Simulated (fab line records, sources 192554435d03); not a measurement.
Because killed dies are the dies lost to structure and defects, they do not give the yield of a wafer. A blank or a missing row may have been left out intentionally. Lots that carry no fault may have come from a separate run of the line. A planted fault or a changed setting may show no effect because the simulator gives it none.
One fault seen from 3 desks    flow n5-finfet    each desk has only its own numbers; what lay behind them comes last

## AT THE METROLOGY DESK
What the gauges read, lot by lot, whatever tool the lot ran on: means of the sampled wafers that have a number. The brackets show how far a lot's mean lies from the usual mean; more than 4 standard deviations puts the lot out of limits, marked OUT.
Columns: A = cd-nm at N5_PASSIVATION_CD_MEAS_10, usual 2998.8 nm; B = TV_OVL at N5_PASSIVATION_OVL_MEAS_60, usual 0 nm
lot   first seen here  A       B
L518  day 12 04:53     2999.7  7
L520  day 12 11:58     3001.2  -0
L524  day 13 18:10     2995.8  -4
L523  day 13 21:08     3001.2  -3
L531  day 16 08:50     2998.0  -2
L540  day 18 22:29     2997.2  3
This desk's verdict: no lot among the 6 shows anything out of limits.

## TOOL OWNER'S DESK, rie-diel-04
The tool's own readings at N5_PASSIVATION_ETCH_15 (etches SiCN in CF4/N2, target depth 75 nm, time 81.2 s): means of the sampled wafers that have a number, for each lot that ran on this tool. The brackets show how far a lot's mean lies from the usual mean; more than 4 standard deviations puts the lot out of limits, marked OUT.
Columns: A = drypump-motor-current-A at N5_PASSIVATION_ETCH_15, usual 5.7 A; B = oes-product-au at N5_PASSIVATION_ETCH_15, usual 0.83 a.u.; C = rf-fwd-power-W at N5_PASSIVATION_ETCH_15, usual 428.2 W; D = rf-vpp-V at N5_PASSIVATION_ETCH_15, usual 382.3 V; E = showerhead-plenum-p-Torr at N5_PASSIVATION_ETCH_15, usual 2.20 Torr; F = throttle-valve-pct at N5_PASSIVATION_ETCH_15, usual 15.39 %
lot   first seen here  A    B     C      D      E     F
L520  day 12 12:43     6.0  0.85  428.2  382.2  2.20  15.68
L524  day 13 18:38     6.3  0.78  426.8  382.0  2.19  15.65
L523  day 13 21:43     6.3  0.78  428.6  381.7  2.19  15.65
L540  day 18 23:36     6.0  0.87  428.2  383.3  2.27  15.62
This desk's verdict: no lot among the 4 shows anything out of limits.

## THE DEFECT DESK
For each lot, the counts of the inspections along the route, averaged over the sampled wafers that have a number. The brackets show how far a lot's mean lies from the usual mean; more than 4 standard deviations puts the lot out of limits, marked OUT.
Columns: A = raw-defect-count at N5_PASSIVATION_INSPECT_61, usual 2.2
lot   first seen here  A
L518  day 12 04:56     2.0
L520  day 12 12:01     1.0
L524  day 13 18:13     4.7
L523  day 13 21:11     2.0
L531  day 16 08:53     2.3
L540  day 18 22:32     1.3
This desk's verdict: no lot among the 6 shows anything out of limits.

## PUT TOGETHER
Metrology desk: nothing out of limits seen.
The tool owner's desk saw nothing out of limits.
Nothing out of limits was seen by the defect desk.

## WHAT HAD BEEN PUT IN BY THE SIMULATOR
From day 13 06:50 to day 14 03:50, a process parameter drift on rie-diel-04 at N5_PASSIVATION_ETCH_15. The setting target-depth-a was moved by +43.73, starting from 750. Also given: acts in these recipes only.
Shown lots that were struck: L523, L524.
